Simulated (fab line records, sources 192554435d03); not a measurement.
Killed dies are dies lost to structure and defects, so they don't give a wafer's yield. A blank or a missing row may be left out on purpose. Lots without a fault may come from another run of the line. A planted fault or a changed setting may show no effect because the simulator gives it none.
Which tool did it? | flow n5_finfet | 10 lots, 30 wafers sampled, at 2 steps of a route of 1938

WHAT THE GAUGES READ, wafer by wafer
N5_BEOL_M14_THK_MEAS_01.
lot  | measured     | on            | M14_ILD_THK (nm)
L351 | day 12 09:38 | film_metro-01 | 1114 1106 1133
L358 | day 14 04:56 | film_metro-01 | 1124 1149 1142
L360 | day 14 05:58 | film_metro-01 | 1113 1124 1096
L359 | day 14 15:23 | film_metro-01 | 1119 1145 1142
L363 | day 15 13:44 | film_metro-01 | 1108 1083 1123
L366 | day 15 20:18 | film_metro-02 | 1133 1138 1125
L365 | day 15 20:42 | film_metro-01 | 1108 1115 1122
L368 | day 16 09:46 | film_metro-02 | 1117 1106 1116
L370 | day 17 03:59 | film_metro-02 | 1115 1130 1136
L371 | day 17 10:24 | film_metro-01 | 1088 1118 1130

WHICH TOOL RAN EACH LOT (tool, then ch and the chambers of the sampled wafers, then the start)
lot  | N5_BEOL_M13_ANNEAL_48
L351 | rtp_anneal-02 ch 0, day 12 08:40
L358 | rtp_anneal-02 ch 0, day 14 04:01
L360 | rtp_anneal-02 ch 0, day 14 04:49
L359 | rtp_anneal-01 ch 0, day 14 14:28
L363 | rtp_anneal-02 ch 0, day 15 12:48
L366 | rtp_anneal-02 ch 0, day 15 19:22
L365 | rtp_anneal-02 ch 0, day 15 19:46
L368 | rtp_anneal-01 ch 0, day 16 08:48
L370 | rtp_anneal-01 ch 0, day 17 03:04
L371 | rtp_anneal-01 ch 0, day 17 09:23
- N5_BEOL_M13_ANNEAL_48: time 90 s.

WHAT THE TOOLS THEMSELVES READ (means of the sampled wafers that have a number; where no wafer has one, the mark that the record gives instead)
N5_BEOL_M13_ANNEAL_48.
lot  | tool          | anneal_temp_c_max | wafer_temp_C_max
L351 | rtp_anneal-02 | 226.5             | 226.47
L358 | rtp_anneal-02 | 226.4             | 226.31
L360 | rtp_anneal-02 | 226.7             | 226.31
L359 | rtp_anneal-01 | 225.6             | 226.05
L363 | rtp_anneal-02 | 226.7             | 226.08
L366 | rtp_anneal-02 | 226.8             | 226.53
L365 | rtp_anneal-02 | 226.6             | 226.19
L368 | rtp_anneal-01 | 225.8             | 226.17
L370 | rtp_anneal-01 | 225.6             | 226.20
L371 | rtp_anneal-01 | 225.8             | 226.11

THE ANSWER, worked out from the rows above alone
Rule: what is usual is taken from the lots themselves. Put in order of their means at a reading, lots are off if they are a third of the lots or fewer, leave a main group of 4 or more, and stand apart from it by a gap of 3 or more times the standard deviation of the main group's means; of several such gaps the widest counts. A main group whose means are all the same, to the digits that the tables above print for the reading, isn't used. A lot without any number at a reading at which 4 lots or more have one is off too. The other lots that the step has rows for count as sound. The gauges are gone through in route order, then the tools' own readings, and for those a lot's mean is taken as printed above. The first step at which some lot is off is used, and at that step the reading that is off furthest; a lot without a number counts as furthest.
No lot is off at any reading shown: from this, nothing can be told.

WHAT THE SIMULATOR HAD PUT IN
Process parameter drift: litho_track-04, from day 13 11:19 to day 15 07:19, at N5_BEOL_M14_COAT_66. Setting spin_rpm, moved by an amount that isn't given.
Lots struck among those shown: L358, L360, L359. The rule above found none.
